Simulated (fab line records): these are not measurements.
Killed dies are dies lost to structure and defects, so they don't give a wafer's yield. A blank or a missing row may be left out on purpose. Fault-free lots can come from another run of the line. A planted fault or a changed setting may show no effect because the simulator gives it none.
Which tool is to blame? :: flow n5_finfet :: 30 wafers from 10 lots sampled at 3 of the route's 1938 steps

## WHAT THE GAUGES READ, wafer by wafer
N5_FIN_SAQP_THK_MEAS_05.
lot: L823
measured: day 1 23:09
on: film_metro-02
thk_nm (nm): 37.8 38.1 38.1

lot: L825
measured: day 2 08:37
on: film_metro-02
thk_nm (nm): 38.3 39.4 39.0

lot: L826
measured: day 2 15:19
on: film_metro-01
thk_nm (nm): 37.1 37.9 37.5

lot: L831
measured: day 3 21:19
on: film_metro-01
thk_nm (nm): 38.8 38.7 38.4

lot: L833
measured: day 4 08:55
on: film_metro-02
thk_nm (nm): 38.3 38.5 39.2

lot: L834
measured: day 4 15:01
on: film_metro-01
thk_nm (nm): 37.4 38.0 37.9

lot: L836
measured: day 5 03:02
on: film_metro-02
thk_nm (nm): 38.1 37.8 38.4

lot: L837
measured: day 5 09:53
on: film_metro-01
thk_nm (nm): 38.6 38.3 38.6

lot: L840
measured: day 6 04:20
on: film_metro-01
thk_nm (nm): 37.5 38.3 40.7

lot: L843
measured: day 6 21:35
on: film_metro-02
thk_nm (nm): 37.8 40.5 37.9

## WHICH TOOL RAN EACH LOT (tool, then ch and the chambers of the sampled wafers, then the start)
lot: L823
N5_WELL_APT_RTA_34: rtp_anneal-02 ch 0, day 1 16:58
N5_FIN_SAQP_HM_DEP_03: pecvd-04 ch 0,1,2, day 1 23:04

lot: L825
N5_WELL_APT_RTA_34: rtp_anneal-01 ch 0, day 2 03:54
N5_FIN_SAQP_HM_DEP_03: pecvd-03 ch 1, day 2 08:29

lot: L826
N5_WELL_APT_RTA_34: rtp_anneal-02 ch 0, day 2 09:44
N5_FIN_SAQP_HM_DEP_03: pecvd-04 ch 0,1, day 2 15:14

lot: L831
N5_WELL_APT_RTA_34: rtp_anneal-01 ch 0, day 3 16:11
N5_FIN_SAQP_HM_DEP_03: pecvd-01 ch 1,2, day 3 21:14

lot: L833
N5_WELL_APT_RTA_34: rtp_anneal-02 ch 0, day 4 03:52
N5_FIN_SAQP_HM_DEP_03: pecvd-01 ch 1,2, day 4 08:47

lot: L834
N5_WELL_APT_RTA_34: rtp_anneal-01 ch 0, day 4 09:51
N5_FIN_SAQP_HM_DEP_03: pecvd-01 ch 1,2, day 4 14:53

lot: L836
N5_WELL_APT_RTA_34: rtp_anneal-01 ch 0, day 4 21:50
N5_FIN_SAQP_HM_DEP_03: pecvd-01 ch 1,2, day 5 02:55

lot: L837
N5_WELL_APT_RTA_34: rtp_anneal-02 ch 0, day 5 03:45
N5_FIN_SAQP_HM_DEP_03: pecvd-03 ch 0,1, day 5 09:47

lot: L840
N5_WELL_APT_RTA_34: rtp_anneal-02 ch 0, day 5 22:00
N5_FIN_SAQP_HM_DEP_03: pecvd-03 ch 0,1,2, day 6 04:14

lot: L843
N5_WELL_APT_RTA_34: rtp_anneal-01 ch 0, day 6 15:56
N5_FIN_SAQP_HM_DEP_03: pecvd-03 ch 0,1,2, day 6 21:31
- N5_WELL_APT_RTA_34: time 10 s.
- N5_FIN_SAQP_HM_DEP_03: deposits SiNx from SiH4/NH3/N2, target thk 38 nm, time 33.6 s.

## THE ANSWER, worked out from the rows above alone
Rule: what is usual is taken from the lots themselves. The widest of any qualifying gaps counts: lots, ordered by their means at a reading, are off when they make up no more than a third of the lots, leave a main group of 4 or more, and stand apart from it by 3 or more times the standard deviation of that group's means. A main group whose means are all the same, to the digits that the tables above print for the reading, isn't used. A lot without any number at a reading at which 4 lots or more have one is off too. Any other lot the step has rows for is counted as sound.
Nothing can be told from this: no lot is off at any reading shown.

## WHAT THE SIMULATOR PUT IN
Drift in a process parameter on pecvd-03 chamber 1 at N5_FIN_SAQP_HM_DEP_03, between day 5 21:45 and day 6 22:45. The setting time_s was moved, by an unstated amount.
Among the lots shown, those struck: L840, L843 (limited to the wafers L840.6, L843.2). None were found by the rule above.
